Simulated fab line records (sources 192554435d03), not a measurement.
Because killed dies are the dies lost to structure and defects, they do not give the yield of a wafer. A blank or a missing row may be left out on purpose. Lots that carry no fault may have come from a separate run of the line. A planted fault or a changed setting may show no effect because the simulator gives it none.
Split-lot trial || flow n5_finfet || 7 lots, 21 wafers read, on a route of 1938 steps

## ON THE SPLIT
At N5_BEOL_M7_HM_DEP_02 (deposits TiN, target thk 20 nm), the setting target_thk_a was moved away from the recipe's 200 angstrom on 8 of the 21 wafers read, by -12.0% to +12.3%. For the rest of the wafers, this setting stayed at what the recipe calls for.

## FROM THE SPLIT TO THE READING: what the file shows between them, 5 steps
- N5_BEOL_M7_EXPOSE_08: exposes mask M7 (also split here: dose_mj)
- N5_BEOL_M7_PEB_09: peb time 60 s
- N5_BEOL_M7_DEVELOP_10: develop time 30 s
- N5_BEOL_M7_STRIP_68: strips in N2/H2
- N5_BEOL_M7_STRIP_67: strips in CF4

## THE READING
etch.depth_nm (the simulator's own value, which no gauge read), in nm, at N5_BEOL_M7_HM_OPEN_17 (chemistry Cl2/BCl3, target TiN, target depth 20 nm, overetch 6 nm). The file does not state a usual value for it. Across the 13 wafers here that went through the recipe, the average is 19.98 nm and the standard deviation 0.22 nm.

{"wafer": "L075.3", "tool, chamber at the split": "pvd_sputter-02, -", "target_thk_a as run, angstrom": 192.1, "against the recipe": "-3.9%", "etch.depth_nm, nm": 18.86, "against lot-mates on the recipe": -0.84}
{"wafer": "L075.4", "tool, chamber at the split": "pvd_sputter-02, -", "target_thk_a as run, angstrom": 192.1, "against the recipe": "-3.9%", "etch.depth_nm, nm": 18.68, "against lot-mates on the recipe": -1.02}
{"wafer": "L075.6", "tool, chamber at the split": "pvd_sputter-02, -", "target_thk_a as run, angstrom": 200, "against the recipe": "recipe", "etch.depth_nm, nm": 19.7, "against lot-mates on the recipe": "-"}
{"wafer": "L074.2", "tool, chamber at the split": "pvd_sputter-01, -", "target_thk_a as run, angstrom": 224.6, "against the recipe": "+12.3%", "etch.depth_nm, nm": 22.56, "against lot-mates on the recipe": "+2.84"}
{"wafer": "L074.3", "tool, chamber at the split": "pvd_sputter-01, -", "target_thk_a as run, angstrom": 224.6, "against the recipe": "+12.3%", "etch.depth_nm, nm": 22.49, "against lot-mates on the recipe": "+2.77"}
{"wafer": "L074.6", "tool, chamber at the split": "pvd_sputter-01, -", "target_thk_a as run, angstrom": 200, "against the recipe": "recipe", "etch.depth_nm, nm": 19.72, "against lot-mates on the recipe": "-"}
{"wafer": "L083.3", "tool, chamber at the split": "pvd_sputter-01, -", "target_thk_a as run, angstrom": 200, "against the recipe": "recipe", "etch.depth_nm, nm": 20.31, "against lot-mates on the recipe": "-"}
{"wafer": "L083.4", "tool, chamber at the split": "pvd_sputter-01, -", "target_thk_a as run, angstrom": 200, "against the recipe": "recipe", "etch.depth_nm, nm": 20.17, "against lot-mates on the recipe": "-"}
{"wafer": "L083.5", "tool, chamber at the split": "pvd_sputter-01, -", "target_thk_a as run, angstrom": 200, "against the recipe": "recipe", "etch.depth_nm, nm": 19.98, "against lot-mates on the recipe": "-"}
{"wafer": "L087.4", "tool, chamber at the split": "pvd_sputter-01, -", "target_thk_a as run, angstrom": 200, "against the recipe": "recipe", "etch.depth_nm, nm": 19.65, "against lot-mates on the recipe": "-"}
{"wafer": "L087.5", "tool, chamber at the split": "pvd_sputter-01, -", "target_thk_a as run, angstrom": 216.5, "against the recipe": "+8.3%", "etch.depth_nm, nm": 21.22, "against lot-mates on the recipe": "+1.57"}
{"wafer": "L087.6", "tool, chamber at the split": "pvd_sputter-01, -", "target_thk_a as run, angstrom": 216.5, "against the recipe": "+8.3%", "etch.depth_nm, nm": 21.5, "against lot-mates on the recipe": "+1.85"}
{"wafer": "L086.1", "tool, chamber at the split": "pvd_sputter-01, -", "target_thk_a as run, angstrom": 176.1, "against the recipe": "-12.0%", "etch.depth_nm, nm": 17.35, "against lot-mates on the recipe": -2.77}
{"wafer": "L086.2", "tool, chamber at the split": "pvd_sputter-01, -", "target_thk_a as run, angstrom": 200, "against the recipe": "recipe", "etch.depth_nm, nm": 20.12, "against lot-mates on the recipe": "-"}
{"wafer": "L086.4", "tool, chamber at the split": "pvd_sputter-01, -", "target_thk_a as run, angstrom": 176.1, "against the recipe": "-12.0%", "etch.depth_nm, nm": 17.89, "against lot-mates on the recipe": -2.23}
{"wafer": "L091.2", "tool, chamber at the split": "pvd_sputter-02, -", "target_thk_a as run, angstrom": 200, "against the recipe": "recipe", "etch.depth_nm, nm": 19.9, "against lot-mates on the recipe": "-"}
{"wafer": "L091.3", "tool, chamber at the split": "pvd_sputter-02, -", "target_thk_a as run, angstrom": 200, "against the recipe": "recipe", "etch.depth_nm, nm": 19.96, "against lot-mates on the recipe": "-"}
{"wafer": "L091.5", "tool, chamber at the split": "pvd_sputter-02, -", "target_thk_a as run, angstrom": 200, "against the recipe": "recipe", "etch.depth_nm, nm": 19.71, "against lot-mates on the recipe": "-"}
{"wafer": "L093.3", "tool, chamber at the split": "pvd_sputter-03, -", "target_thk_a as run, angstrom": 200, "against the recipe": "recipe", "etch.depth_nm, nm": 20.23, "against lot-mates on the recipe": "-"}
{"wafer": "L093.5", "tool, chamber at the split": "pvd_sputter-03, -", "target_thk_a as run, angstrom": 200, "against the recipe": "recipe", "etch.depth_nm, nm": 20.14, "against lot-mates on the recipe": "-"}
{"wafer": "L093.6", "tool, chamber at the split": "pvd_sputter-03, -", "target_thk_a as run, angstrom": 200, "against the recipe": "recipe", "etch.depth_nm, nm": 20.11, "against lot-mates on the recipe": "-"}

THE FIT
A straight line over all 21 wafers: etch.depth_nm changes by +0.201 nm for each +1% of target_thk_a; r = +0.98; the points scatter about the line by 0.26 nm.
The same after taking each lot's own level away (the mean of its wafers on the recipe; 21 wafers): +0.217 nm for each +1%; r = +0.99; scatter 0.14 nm.
On that fit, the largest move of target_thk_a shifts the reading by 2.7 nm.
The span of the lots' own levels, 19.650 to 20.160 nm, comes to 2.4 times the standard deviation stated above.
The two slopes are in agreement: the lot-to-lot level therefore moves the slope only a little.
Check: +2.63 nm against its lot-mates is what the line predicts for one of the wafers moved furthest among these (+12.3%) when that wafer is left out of the fit. It came out at +2.84 nm against them.

## ADDITIONAL SPLITS CARRIED BY THESE WAFERS
Before the reading, these wafers also passed through other splits. Each is held against what the fit with the lots' levels taken away leaves over:
{"other split on the same wafers": "N5_BEOL_M6_EXPOSE_25 dose_mj", "wafers away from the commonest value": 9, "r with etch.depth_nm (lot level and that fit taken away)": "+0.18"}
{"other split on the same wafers": "N5_BEOL_M7_EXPOSE_08 dose_mj", "wafers away from the commonest value": 1, "r with etch.depth_nm (lot level and that fit taken away)": "+0.01"}

## THE WHOLE CHAIN: every reading that the file lists as answering this split, in the file's order
{"step": "N5_BEOL_M7_HM_DEP_02", "what it does": "deposits TiN, target thk 20 nm", "reading": "TiN_of_BEOL_M7_HM_DEP_02.thk_nm (the simulator's own value, which no gauge read)", "change (the file's fit)": "+0.221 nm for each +1% of the setting", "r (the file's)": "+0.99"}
{"step": "N5_BEOL_M7_HM_OPEN_17", "what it does": "chemistry Cl2/BCl3, target TiN, target depth 20 nm, overetch 6 nm", "reading": "etch.depth_nm (the simulator's own value, which no gauge read)", "change (the file's fit)": "+0.217 nm for each +1% of the setting", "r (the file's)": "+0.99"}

## FILE'S OWN FIT
etch.depth_nm changes by +0.217 nm for each +1% of target_thk_a, r = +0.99.
